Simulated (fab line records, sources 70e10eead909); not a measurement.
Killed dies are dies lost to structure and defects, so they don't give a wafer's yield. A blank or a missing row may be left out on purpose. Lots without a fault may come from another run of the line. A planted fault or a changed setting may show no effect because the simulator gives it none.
fab line records | flow nand_harc
record lots=24 wafers=72 last_day=33
route steps=1302 shown A_CHANNEL_HOLE_D2@584 A_CHANNEL_FILL_D2@615 A_STAIRCASE@673
lots that met no fault: from a run of the same line without faults
start_h: hours from the record's first day to the start of the lot's first wafer shown | wait_h: hours since the lot's step before | " the same as in the row above | L1.1+2: a row that stands for several wafers | - no value, or no start given | * or withheld: withheld | < > ~ a bound
route shown NAME@n: a module of which the file shows steps, and the number in the route of the first | usual: mean/standard deviation of fault-free wafers | same: alike in all rows | chamber/n: place in a boat | sites: the reading at each site | _std_site: their standard deviation | _edge_site: outer sites' mean less inner sites' | radius_mm: how far each site lies from the wafer's centre | mask NAME#n: copy n | behind: the tool/chamber that last shaped the wafer | hold: why the lot was held/for how many hours/how that ended | device: the transistor (n, p or np) that didn't switch | end of line: the same wafers' tests at the end of the route | a step without rows: its recipe alone | killed: dies lost to structure and defects at the first sort, not the wafer's yield | map: a wafer's dies, x killed, . not, _ none there
set.NAME: the setting as run; set.NAME@STEP: as run at that earlier step | model.NAME: the simulator's own value behind a step, which no gauge read
steps of the route over a sample of lots; a table a step, a row a wafer
services: from which hour (start_h, from the record's first day; less than 0 if before it) a tool's chamber was out of use, for how many hours, and why
## steps
# step NHARC_A_CHANNEL_HOLE_D2_INSPECT_12
# usual raw_defect_count=30/24
# columns lot.wafer tool chamber start_h wait_h raw_defect_count
L074.2 defect_inspect-01 - 293.20 0.0 5
L074.3 " - " " 10
L074.5 " - " " 7
L076.3 defect_inspect-02 - 300.25 0.0 65
L076.5 " - " " 61
L076.6 " - " " 72
L075.2 defect_inspect-02 - 300.47 0.0 4
L075.3 " - " " 8
L075.5 " - " " 4
L077.2 defect_inspect-02 - 332.36 0.0 6
L077.4 " - " " 3
L077.6 " - " " 4
L078.3 defect_inspect-02 - 332.55 0.0 52
L078.4 " - " " 52
L078.5 " - " " 52
L079.2 defect_inspect-01 - 340.03 0.0 13
L079.5 " - " " 5
L079.6 " - " " 4
L080.3 defect_inspect-02 - 351.79 0.0 5
L080.4 " - " " 4
L080.6 " - " " 4
L082.2 defect_inspect-02 - 368.43 0.0 47
L082.4 " - " " 65
L082.5 " - " " 70
L081.2 defect_inspect-01 - 368.70 0.0 6
L081.4 " - " " 9
L081.6 " - " " 8
L084.3 defect_inspect-02 - 383.00 0.0 62
L084.4 " - " " 54
L084.6 " - " " 64
L083.2 defect_inspect-02 - 385.03 0.0 4
L083.3 " - " " 6
L083.4 " - " " 7
L085.2 defect_inspect-02 - 398.39 0.0 53
L085.3 " - " " 51
L085.5 " - " " 53
L086.4 defect_inspect-01 - 407.34 0.0 70
L086.5 " - " " 53
L086.6 " - " " 60
L087.3 defect_inspect-02 - 434.69 0.0 50
L087.4 " - " " 58
L087.6 " - " " 49
L088.2 defect_inspect-02 - 434.91 0.0 18
L088.3 " - " " 7
L088.6 " - " " 18
L089.2 defect_inspect-01 - 436.96 0.0 44
L089.3 " - " " 51
L089.4 " - " " 58
L090.4 defect_inspect-02 - 455.11 0.0 19
L090.5 " - " " 10
L090.6 " - " " 12
L091.3 defect_inspect-01 - 458.88 0.0 44
L091.4 " - " " 47
L091.5 " - " " 51
L092.3 defect_inspect-01 - 475.45 0.0 57
L092.4 " - " " 57
L092.5 " - " " 39
L093.1 defect_inspect-01 - 475.60 0.0 11
L093.5 " - " " 16
L093.6 " - " " 15
L094.1 defect_inspect-02 - 482.56 0.0 43
L094.3 " - " " 56
L094.6 " - " " 53
L095.1 defect_inspect-02 - 502.11 0.0 6
L095.4 " - " " 7
L095.5 " - " " 3
L096.2 defect_inspect-02 - 509.42 0.0 8
L096.4 " - " " 5
L096.5 " - " " 3
L097.1 defect_inspect-01 - 517.77 0.0 35
L097.3 " - " " 24
L097.5 " - " " 32
# step NHARC_A_CHANNEL_HOLE_D2_ETCH_20
# recipe bias_v=3000 source_w=withheld pressure_mtorr=20 time_s=361.9 ar_flow_sccm=375 c4f8_flow_sccm=89.3 o2_flow_sccm=35.7 temp_c=-20 target_depth_a=16000 chemistry=C4F8/O2/Ar
# usual drypump_motor_current_A=5.79/0.13 showerhead_plenum_p_Torr=3.67/0.15 throttle_valve_pct=32.154/0.0098
# columns lot.wafer tool chamber start_h wait_h drypump_motor_current_A rf_hours_counter_h showerhead_plenum_p_Torr throttle_valve_pct
L074.2 har_etch-01 0 294.57 0.1 5.97 149 3.58 32.165
L074.3 " 0 " " 5.97 - 3.58 32.159
L074.5 " 1 " " 5.87 - 3.70 32.141
L076.3 har_etch-02 0 302.36 0.2 5.62 - 3.48 32.141
L076.6 " 1 " " 5.65 - 3.62 32.151
L076.5 " 0 " " 5.66 - 3.48 32.158
L075.2 har_etch-01 0 304.28 0.1 5.99 157 3.57 32.167
L075.3 " 1 " " 5.83 - 3.70 32.171
L075.5 " 1 " " 5.84 - 3.70 32.154
L077.2 har_etch-01 1 333.87 0.1 5.82 172 3.69 32.147
L077.4 " 0 " " 5.95 - 3.56 32.145
L077.6 " 1 " " 5.83 - 3.69 32.139
L078.4 har_etch-02 0 336.49 0.2 5.66 - 3.47 32.157
L078.3 " 1 " " 5.62 - 3.61 32.166
L078.5 " 0 " " 5.69 - 3.47 32.143
L079.2 har_etch-02 0 341.39 0.1 5.67 393 3.47 32.145
L079.5 " 0 " " 5.71 - 3.47 32.135
L079.6 " 1 " " 5.63 - 3.60 32.164
L080.3 har_etch-01 0 355.06 0.2 5.95 - 3.56 32.163
L080.4 " 1 " " 5.84 - 3.68 32.164
L080.6 " 1 " " 5.86 - 3.68 32.150
L082.2 har_etch-02 0 370.04 0.1 5.67 409 3.46 32.170
L082.4 " 1 " " 5.63 - 3.60 32.134
L082.5 " 0 " " 5.67 - 3.46 32.162
L081.2 har_etch-01 1 370.46 0.1 5.83 195 3.68 32.148
L081.4 " 0 " " 5.95 - 3.55 32.148
L081.6 " 0 " " 5.96 - 3.55 32.157
L084.3 har_etch-01 1 384.54 0.2 5.82 - 3.67 32.156
L084.4 " 0 " " 5.97 - 3.55 32.147
L084.6 " 1 " " 5.82 - 3.67 32.153
L083.2 har_etch-01 1 388.65 0.1 5.86 206 3.67 32.152
L083.4 " 0 " " 5.95 - 3.55 32.158
L083.3 " 1 " " 5.84 - 3.67 32.146
L085.2 har_etch-01 1 400.49 0.1 5.84 217 3.67 32.159
L085.3 " 1 " " 5.84 - 3.67 32.161
L085.5 " 1 " " 5.84 - 3.67 32.164
L086.4 har_etch-02 1 408.80 0.2 5.62 - 3.93 32.155
L086.5 " 1 " " 5.60 - 3.93 32.138
L086.6 " 0 " " 5.64 - 3.93 32.134
L087.3 har_etch-01 1 436.16 0.2 5.85 - 3.66 32.155
L087.4 " 0 " " 5.94 - 3.53 32.159
L087.6 " 0 " " 5.95 - 3.53 32.155
L088.2 har_etch-02 1 436.28 0.1 5.63 23 3.92 32.164
L088.3 " 0 " " 5.67 - 3.92 32.169
L088.6 " 1 " " 5.65 - 3.92 32.143
L089.2 har_etch-01 0 440.23 0.1 5.95 237 3.53 32.163
L089.4 " 0 " " 5.95 - 3.53 32.179
L089.3 " 1 " " 5.82 - 3.66 32.160
L090.4 har_etch-01 1 458.10 0.2 5.83 - 3.65 32.145
L090.6 " 1 " " 5.84 - 3.65 32.149
L090.5 " 0 " " 5.95 - 3.52 32.143
L091.3 har_etch-02 1 461.10 0.2 5.64 - 3.91 32.172
L091.4 " 0 " " 5.68 - 3.91 32.133
L091.5 " 1 " " 5.64 - 3.91 32.146
L092.3 har_etch-02 1 476.92 0.2 5.64 - 3.91 32.147
L092.4 " 0 " " 5.67 - 3.91 32.162
L092.5 " 1 " " 5.64 - 3.91 32.142
L093.1 har_etch-01 1 477.48 0.1 5.83 259 3.64 32.148
L093.5 " 0 " " 5.95 - 3.52 32.150
L093.6 " 1 " " 5.84 - 3.64 32.144
L094.1 har_etch-02 1 485.88 0.1 5.63 54 3.90 32.143
L094.3 " 1 " " 5.63 - 3.90 32.155
L094.6 " 1 " " 5.64 - 3.90 32.136
L095.1 har_etch-02 0 503.46 0.1 5.67 62 3.90 32.142
L095.4 " 1 " " 5.64 - 3.90 32.149
L095.5 " 1 " " 5.63 - 3.90 32.159
L096.2 har_etch-01 1 511.37 0.1 5.83 278 3.63 32.148
L096.4 " 1 " " 5.84 - 3.63 32.150
L096.5 " 1 " " 5.84 - 3.63 32.160
L097.1 har_etch-01 1 519.14 0.1 5.85 282 3.63 32.167
L097.3 " 0 " " 5.95 - 3.51 32.170
L097.5 " 1 " " 5.85 - 3.63 32.149
# step NHARC_A_CHANNEL_FILL_D2_ALD_15
# recipe target_thk_a=20 pulse_time_s=60 ald_cycles=19 temp_c=630 pressure_torr=2 material=SiNx
# usual chamber_pressure_Torr=2.000/0.0041 precursor_pulse_height_rel=1.001/0.021
# columns lot.wafer tool chamber start_h wait_h chamber_pressure_Torr precursor_pulse_height_rel
L074.2 ald_sin_batch-03 0 - - 1.992 0.985
L074.3 " 0 " " 1.997 1.028
L074.5 " 0 " " 1.997 1.020
L075.2 ald_sin_batch-02 0 - - 2.001 1.008
L075.3 " 0 " " 2.003 1.009
L075.5 " 0 " " 2.000 1.004
L076.3 ald_sin_batch-02 0 - - 2.000 0.996
L076.5 " 0 " " 1.997 0.988
L076.6 " 0 " " 2.002 1.023
L077.2 ald_sin_batch-03 0 - - 2.003 1.018
L077.4 " 0 " " 2.011 1.030
L077.6 " 0 " " 2.010 0.995
L078.3 ald_sin_batch-01 0 - - 2.002 0.998
L078.4 " 0 " " 2.004 0.986
L078.5 " 0 " " 1.996 0.954
L079.2 ald_sin_batch-01 0 - - 2.004 0.971
L079.5 " 0 " " 2.000 1.027
L079.6 " 0 " " 2.002 1.009
L080.3 ald_sin_batch-02 0 - - 2.009 1.027
L080.4 " 0 " " 2.000 0.989
L080.6 " 0 " " 2.002 1.015
L081.2 ald_sin_batch-01 0 - - 1.997 0.942
L081.4 " 0 " " 1.997 1.015
L081.6 " 0 " " 1.998 0.949
L082.2 ald_sin_batch-01 0 - - 1.998 0.986
L082.4 " 0 " " 2.002 1.008
L082.5 " 0 " " 2.002 0.981
L084.3 ald_sin_batch-03 0 - - 2.002 0.993
L084.4 " 0 " " 1.996 0.980
L084.6 " 0 " " 1.998 1.028
L083.2 ald_sin_batch-03 0 - - 2.004 1.013
L083.3 " 0 " " 2.001 0.995
L083.4 " 0 " " 2.006 0.997
L085.2 ald_sin_batch-02 0 - - 2.001 0.986
L085.3 " 0 " " 1.993 1.003
L085.5 " 0 " " 1.994 0.971
L086.4 ald_sin_batch-01 0 - - 1.999 1.020
L086.5 " 0 " " 1.999 1.003
L086.6 " 0 " " 2.000 0.991
L087.3 ald_sin_batch-03 0 - - 2.004 0.978
L087.4 " 0 " " 1.999 1.029
L087.6 " 0 " " 2.002 0.998
L088.2 ald_sin_batch-03 0 - - 2.001 1.004
L088.3 " 0 " " 1.999 0.985
L088.6 " 0 " " 1.995 1.002
L089.2 ald_sin_batch-01 0 - - 2.004 0.990
L089.3 " 0 " " 2.000 0.982
L089.4 " 0 " " 1.997 1.021
L090.4 ald_sin_batch-01 0 - - 1.999 0.995
L090.5 " 0 " " 2.002 1.055
L090.6 " 0 " " 1.999 0.987
L091.3 ald_sin_batch-02 0 - - 1.996 0.981
L091.4 " 0 " " 2.000 0.983
L091.5 " 0 " " 1.998 1.002
L092.3 ald_sin_batch-01 0 492.75 2.8 2.007 0.991
L092.4 " 0 " " 2.003 0.995
L092.5 " 0 " " 2.001 0.990
L093.1 ald_sin_batch-01 0 - - 1.994 0.992
L093.5 " 0 " " 1.994 1.045
L093.6 " 0 " " 2.002 1.011
L094.1 ald_sin_batch-03 0 502.04 3.0 1.999 1.034
L094.3 " 0 " " 2.004 1.022
L094.6 " 0 " " 2.003 1.003
L095.1 ald_sin_batch-03 0 - - 2.010 0.992
L095.4 " 0 " " 2.004 1.040
L095.5 " 0 " " 2.005 1.052
L096.2 ald_sin_batch-02 0 - - 2.000 1.010
L096.4 " 0 " " 1.992 1.035
L096.5 " 0 " " 1.998 0.990
L097.1 ald_sin_batch-01 0 - - 2.006 1.015
L097.3 " 0 " " 2.003 0.984
L097.5 " 0 " " 2.003 0.986
# step NHARC_A_CHANNEL_FILL_D2_ALD_25
# recipe target_thk_a=600 pulse_time_s=10 ald_cycles=600 temp_c=300 material=SiOx
# usual heater_power_w=485/52 precursor_pulse_height_rel=1.000/0.018
# columns lot.wafer tool chamber start_h wait_h heater_power_w precursor_pulse_height_rel
L074.2 ald_hk-03 2 341.40 0.1 542 1.015
L074.3 " 1 343.22 1.9 405 1.013
L074.5 " 2 " " 548 0.983
L075.3 ald_hk-02 2 342.63 1.3 528 1.008
L075.2 " 3 " " 422 1.022
L075.5 " 1 344.48 3.1 518 1.037
L076.3 ald_hk-04 2 345.11 3.8 458 1.015
L076.6 " 3 346.35 5.0 489 0.986
L076.5 " 0 347.58 6.2 492 0.974
L077.2 ald_hk-02 1 376.04 0.1 512 1.033
L077.4 " 3 377.28 1.3 416 1.008
L077.6 " 2 379.15 3.2 505 1.001
L079.2 ald_hk-03 3 381.20 0.7 573 1.012
L079.5 " 2 383.04 2.5 544 1.005
L079.6 " 3 " " 558 0.999
L078.4 ald_hk-04 1 381.21 0.7 452 1.010
L078.3 " 3 382.44 1.9 489 0.989
L078.5 " 0 " " 505 0.990
L080.3 ald_hk-02 0 401.71 0.7 417 0.985
L080.4 " 1 " " 519 0.984
L080.6 " 3 403.55 2.5 411 1.007
L081.4 ald_hk-03 0 416.48 1.3 470 1.015
L081.2 " 1 " " 419 0.978
L081.6 " 3 418.30 3.1 569 0.994
L082.4 ald_hk-02 1 417.16 1.9 506 0.987
L082.2 " 0 419.00 3.8 421 0.993
L082.5 " 2 420.23 5.0 498 1.017
L083.4 ald_hk-03 2 429.97 0.7 543 1.012
L083.2 " 3 " " 586 1.014
L083.3 " 0 " " 482 0.973
L084.4 ald_hk-02 2 430.59 1.3 497 0.984
L084.3 " 3 " " 404 0.999
L084.6 " 1 432.44 3.1 510 1.025
L085.2 ald_hk-02 3 442.29 0.2 423 0.996
L085.3 " 1 443.51 1.4 519 0.988
L085.5 " 0 445.33 3.3 423 0.994
L086.4 ald_hk-03 1 451.85 1.9 415 1.012
L086.5 " 2 " " 527 1.013
L086.6 " 3 " " 567 1.021
L088.3 ald_hk-02 1 477.50 0.0 516 1.003
L088.2 " 3 478.74 1.3 412 1.034
L088.6 " 1 479.99 2.5 511 0.990
L087.4 ald_hk-03 1 477.50 0.0 430 0.981
L087.3 " 0 479.34 1.9 478 0.982
L087.6 " 1 " " 416 0.981
L089.4 ald_hk-03 0 486.79 0.7 467 0.999
L089.3 " 1 " " 436 0.998
L089.2 " 2 " " 523 1.005
L090.4 ald_hk-04 3 501.17 1.9 482 0.997
L090.5 " 0 " " 500 1.001
L090.6 " 1 " " 455 0.994
L091.4 ald_hk-03 3 508.35 1.3 584 0.989
L091.3 " 1 510.81 3.7 430 1.014
L091.5 " 3 513.26 6.2 577 0.998
L092.4 ald_hk-04 1 518.28 0.1 466 0.995
L092.3 " 2 " " 440 0.984
L092.5 " 2 521.36 3.1 448 0.971
L093.1 ald_hk-02 1 518.88 0.7 528 1.009
L093.5 " 0 520.69 2.5 409 0.997
L093.6 " 1 " " 518 1.038
L094.3 ald_hk-04 3 528.25 0.1 464 0.989
L094.1 " 2 530.09 1.9 438 0.989
L094.6 " 3 " " 481 0.980
L095.1 ald_hk-04 0 547.77 0.7 514 0.998
L095.4 " 1 " " 452 0.953
L095.5 " 3 549.59 2.5 480 1.020
L096.2 ald_hk-03 0 554.17 0.3 470 0.994
L096.4 " 1 " " 438 0.987
L096.5 " 0 556.62 2.7 472 0.991
L097.1 ald_hk-03 0 561.71 0.7 487 1.005
L097.3 " 1 " " 439 0.974
L097.5 " 3 563.57 2.5 572 1.000
# step NHARC_A_CHANNEL_FILL_D2_STRIP_29
# recipe time_s=20 o2_flow_sccm=500 ar_flow_sccm=0 bias_w=0 chemistry=O2
# usual drypump_motor_current_A=5.7/0.34 oes_product_au=1.000/0.01 rf_vpp_V=57.8/0.88 showerhead_plenum_p_Torr=3.56/0.13 throttle_valve_pct=17.037/0.0098
# columns lot.wafer tool chamber start_h wait_h drypump_motor_current_A oes_product_au rf_hours_counter_h rf_vpp_V showerhead_plenum_p_Torr throttle_valve_pct
L074.3 rie_diel-05 0 - - 6.1 0.985 2.3 57.2 3.68 17.053
L074.2 " 3 " " 5.9 0.986 2.4 57.9 3.68 17.059
L074.5 " 1 " " 5.7 0.994 - 57.0 3.57 17.046
L075.3 rie_diel-06 1 - - 6.0 1.013 0.8 56.9 3.43 17.033
L075.2 " 3 " " 5.4 1.023 1.0 56.4 3.62 17.041
L075.5 " 1 " " 6.0 1.004 - 57.7 3.43 17.032
L076.3 rie_diel-05 2 - - 5.1 0.985 2.4 57.6 3.68 17.038
L076.5 " 1 " " 5.7 0.993 - 56.9 3.57 17.037
L076.6 " 2 " " 5.1 0.992 - 58.6 3.68 17.042
L077.4 rie_diel-06 1 - - 5.9 1.011 1.6 57.7 3.43 17.033
L077.2 " 2 " " 6.0 1.015 1.6 58.5 3.66 17.050
L077.6 " 0 " " 5.8 0.993 - 57.8 3.37 17.040
L079.2 rie_diel-05 2 - - 5.1 0.983 3.5 56.1 3.68 17.027
L079.5 " 2 " " 5.1 0.984 - 59.3 3.68 17.036
L079.6 " 3 " " 5.9 0.985 - 58.1 3.68 17.048
L078.3 rie_diel-06 0 - - 5.7 1.002 2.3 58.4 3.37 17.029
L078.4 " 3 " " 5.4 1.004 1.9 58.6 3.62 17.042
L078.5 " 1 " " 5.9 0.993 - 58.6 3.43 17.031
L080.4 rie_diel-06 0 - - 5.8 0.996 3.4 56.6 3.37 17.034
L080.3 " 2 " " 6.0 1.007 2.9 57.9 3.66 17.014
L080.6 " 3 " " 5.4 1.010 - 57.6 3.62 17.020
L081.2 rie_diel-05 2 - - 5.1 0.998 0.1 58.2 3.68 17.029
L081.4 " 3 " " 5.9 0.984 0.1 58.4 3.68 17.038
L081.6 " 3 " " 5.9 0.983 - 58.7 3.68 17.046
L082.4 rie_diel-13 0 - - 6.5 1.004 11.7 57.5 3.74 17.036
L082.2 " 2 " " 5.9 1.015 10.3 57.5 3.36 17.025
L082.5 " 0 " " 6.5 0.999 - 58.3 3.74 17.049
L083.2 rie_diel-06 1 - - 6.0 0.999 3.6 58.6 3.43 17.046
L083.4 " 2 " " 6.0 1.008 3.7 58.8 3.66 17.033
L083.3 " 3 " " 5.4 1.018 3.9 58.2 3.62 17.032
L084.3 rie_diel-05 3 - - 5.9 0.987 0.4 58.4 3.68 17.034
L084.4 " 2 " " 5.1 0.992 0.3 56.8 3.68 17.029
L084.6 " 3 " " 6.0 0.989 - 58.4 3.68 17.047
L085.3 rie_diel-06 3 - - 5.4 1.019 4.2 57.3 3.62 17.023
L085.2 " 0 " " 5.8 1.000 4.9 56.2 3.37 17.039
L085.5 " 3 " " 5.4 1.007 - 57.6 3.62 17.028
L086.4 rie_diel-06 0 - - 5.7 1.001 4.9 59.0 3.37 17.046
L086.5 " 2 " " 6.0 0.999 - 57.0 3.66 17.040
L086.6 " 3 " " 5.4 1.017 - 59.7 3.62 17.034
L087.4 rie_diel-05 2 - - 5.1 1.003 1.3 56.7 3.68 17.029
L087.3 " 1 " " 5.7 1.020 0.8 59.0 3.57 17.045
L087.6 " 3 " " 5.9 0.995 - 59.2 3.68 17.049
L088.2 rie_diel-06 1 - - 5.9 0.998 5.0 57.2 3.43 17.034
L088.3 " 2 " " 6.1 1.007 5.0 57.4 3.65 17.051
L088.6 " 2 " " 6.0 1.000 - 56.0 3.65 17.029
L089.4 rie_diel-05 0 - - 6.1 0.992 2.8 56.8 3.68 17.044
L089.3 " 1 " " 5.7 1.003 1.3 59.0 3.57 17.034
L089.2 " 2 " " 5.1 0.996 2.0 57.5 3.68 17.027
L090.4 rie_diel-06 1 - - 6.0 1.002 0.3 57.1 3.43 17.044
L090.6 " 3 " " 5.4 1.006 - 58.2 3.62 17.039
L090.5 " 0 " " 5.8 1.007 - 56.6 3.37 17.059
L091.3 rie_diel-06 2 - - 6.0 1.002 0.5 57.9 3.65 17.031
L091.4 " 3 " " 5.4 1.002 0.5 56.9 3.62 17.060
L091.5 " 2 " " 6.0 1.001 - 57.7 3.65 17.049
L093.1 rie_diel-06 0 - - 5.7 1.004 0.9 56.1 3.37 17.040
L093.6 " 3 " " 5.4 1.011 - 56.9 3.62 17.027
L093.5 " 0 " " 5.7 1.010 - 57.3 3.37 17.037
L092.3 rie_diel-05 1 - - 5.7 1.005 2.6 57.4 3.57 17.048
L092.4 " 3 " " 5.9 0.990 3.6 57.2 3.68 17.040
L092.5 " 2 " " 5.1 1.000 - 56.9 3.68 17.040
L094.1 rie_diel-05 0 - - 6.1 0.991 4.0 58.6 3.68 17.047
L094.3 " 1 " " 5.7 1.020 2.7 59.4 3.57 17.046
L094.6 " 3 " " 5.9 0.988 - 58.1 3.68 17.042
L095.4 rie_diel-06 0 - - 5.8 1.001 1.8 57.3 3.37 17.048
L095.1 " 2 " " 6.0 1.011 1.7 58.3 3.65 17.033
L095.5 " 0 " " 5.7 1.005 - 57.5 3.37 17.024
L096.2 rie_diel-06 3 - - 5.4 1.001 1.9 58.1 3.61 17.049
L096.4 " 2 " " 6.0 1.005 1.8 58.1 3.65 17.042
L096.5 " 3 " " 5.3 1.020 - 57.5 3.62 17.035
L097.1 rie_diel-13 2 - - 5.9 0.997 7.5 58.1 3.34 17.024
L097.3 " 3 " " 5.2 0.998 7.9 57.5 3.35 17.035
L097.5 " 2 " " 5.9 0.993 - 59.2 3.34 17.028
# step NHARC_A_STAIRCASE_ETCH_17
# recipe target_depth_a=1000 time_s=40.5 ion_energy_ev=400 c4f8_flow_sccm=20 o2_flow_sccm=10 ar_flow_sccm=withheld rf_w=600 bias_w=1000 chemistry=C4F8/O2
# usual oes_product_au=0.949/0.011 rf_vpp_V=895/4.8
# columns lot.wafer tool chamber start_h wait_h oes_product_au rf_hours_counter_h rf_vpp_V
L074.2 rie_diel-10 3 - - 0.945 37 898
L074.3 " 2 " " 0.961 33 888
L074.5 " 0 " " 0.945 - 896
L075.3 rie_diel-10 0 - - 0.941 35 894
L075.2 " 2 " " 0.950 33 888
L075.5 " 2 " " 0.951 - 887
L076.3 rie_diel-10 2 - - 0.954 35 888
L076.6 " 0 " " 0.951 - 896
L076.5 " 2 " " 0.945 - 888
L077.4 rie_diel-07 1 - - 0.934 26 897
L077.2 " 3 " " 0.955 25 895
L077.6 " 0 " " 0.943 - 893
L078.3 rie_diel-07 3 - - 0.964 26 894
L078.4 " 1 " " 0.946 27 897
L078.5 " 2 " " 0.939 - 888
L079.2 rie_diel-10 3 - - 0.972 55 896
L079.6 " 0 " " 0.959 - 896
L079.5 " 1 " " 0.935 - 892
L080.4 rie_diel-11 2 - - 0.954 49 890
L080.3 " 0 " " 0.949 53 903
L080.6 " 2 " " 0.946 - 892
L082.2 rie_diel-11 1 - - 0.942 59 899
L082.4 " 0 " " 0.929 58 903
L082.5 " 1 " " 0.951 - 898
L081.4 rie_diel-07 2 - - 0.939 41 890
L081.2 " 0 " " 0.935 29 895
L081.6 " 2 " " 0.936 - 887
L084.4 rie_diel-07 1 - - 0.947 43 897
L084.3 " 0 " " 0.939 33 893
L084.6 " 1 " " 0.935 - 897
L083.3 rie_diel-11 1 - - 0.960 0 897
L083.2 " 2 " " 0.953 0 890
L083.4 " 3 " " 0.961 0 900
L085.3 rie_diel-11 3 - - 0.949 5 899
L085.2 " 1 " " 0.956 4 899
L085.5 " 2 " " 0.949 - 889
L086.4 rie_diel-11 3 - - 0.952 7 901
L086.6 " 2 " " 0.952 - 892
L086.5 " 3 " " 0.954 - 899
L088.3 rie_diel-10 3 - - 0.950 16 897
L088.2 " 0 " " 0.956 18 895
L088.6 " 3 " " 0.957 - 897
L087.4 rie_diel-11 2 - - 0.953 15 891
L087.3 " 3 " " 0.949 14 900
L087.6 " 3 " " 0.945 - 899
L089.3 rie_diel-10 1 - - 0.940 23 892
L089.2 " 2 " " 0.965 20 905
L089.4 " 3 " " 0.970 18 898
L090.4 rie_diel-10 1 - - 0.924 28 893
L090.5 " 0 " " 0.937 - 895
L090.6 " 1 " " 0.930 - 893
L091.4 rie_diel-07 3 - - 0.933 11 894
L091.3 " 2 " " 0.944 12 886
L091.5 " 3 " " 0.936 - 893
L093.1 rie_diel-07 3 - - 0.938 12 895
L093.5 " 0 " " 0.932 - 893
L093.6 " 1 " " 0.931 - 897
L092.4 rie_diel-10 0 - - 0.962 34 895
L092.3 " 1 " " 0.940 36 893
L092.5 " 3 " " 0.961 - 897
L094.3 rie_diel-10 0 - - 0.937 38 894
L094.1 " 1 " " 0.934 40 893
L094.6 " 0 " " 0.948 - 895
L095.4 rie_diel-11 0 - - 0.950 41 903
L095.1 " 2 " " 0.952 36 891
L095.5 " 3 " " 0.936 - 897
L096.2 rie_diel-10 3 - - 0.959 43 896
L096.4 " 0 " " 0.951 46 896
L096.5 " 3 " " 0.948 - 898
L097.1 rie_diel-10 1 - - 0.933 52 891
L097.3 " 2 " " 0.973 48 904
L097.5 " 1 " " 0.950 - 890
## services
# columns tool chamber start_h hours kind
rie_diel-06 1 286.58 8.5 repair
rie_diel-06 - 307.20 9.0 pm
rie_diel-06 3 329.27 9.6 repair
rie_diel-06 1 337.95 5.8 repair
rie_diel-10 1 355.09 12.8 repair
ald_hk-02 - 355.26 10.0 pm
ald_hk-03 - 360.29 0.5 repair
rie_diel-06 3 361.37 4.6 repair
har_etch-02 - 378.22 17.0 pm
rie_diel-06 1 387.29 5.1 repair
rie_diel-05 2 388.10 14.7 repair
ald_hk-03 - 390.00 10.0 pm
rie_diel-05 0 390.17 9.9 repair
rie_diel-05 1 396.75 3.3 repair
rie_diel-05 - 406.60 9.0 pm
rie_diel-10 - 425.53 9.0 pm
rie_diel-05 1 437.71 23.1 repair
rie_diel-05 2 442.72 6.1 repair
rie_diel-10 2 450.87 4.9 repair
rie_diel-06 - 484.20 9.0 pm
ald_sin_batch-01 - 506.00 26.0 pm
rie_diel-05 1 524.30 3.1 repair
rie_diel-06 2 535.45 16.6 repair
ald_hk-03 - 568.00 10.0 pm
## key
fault none
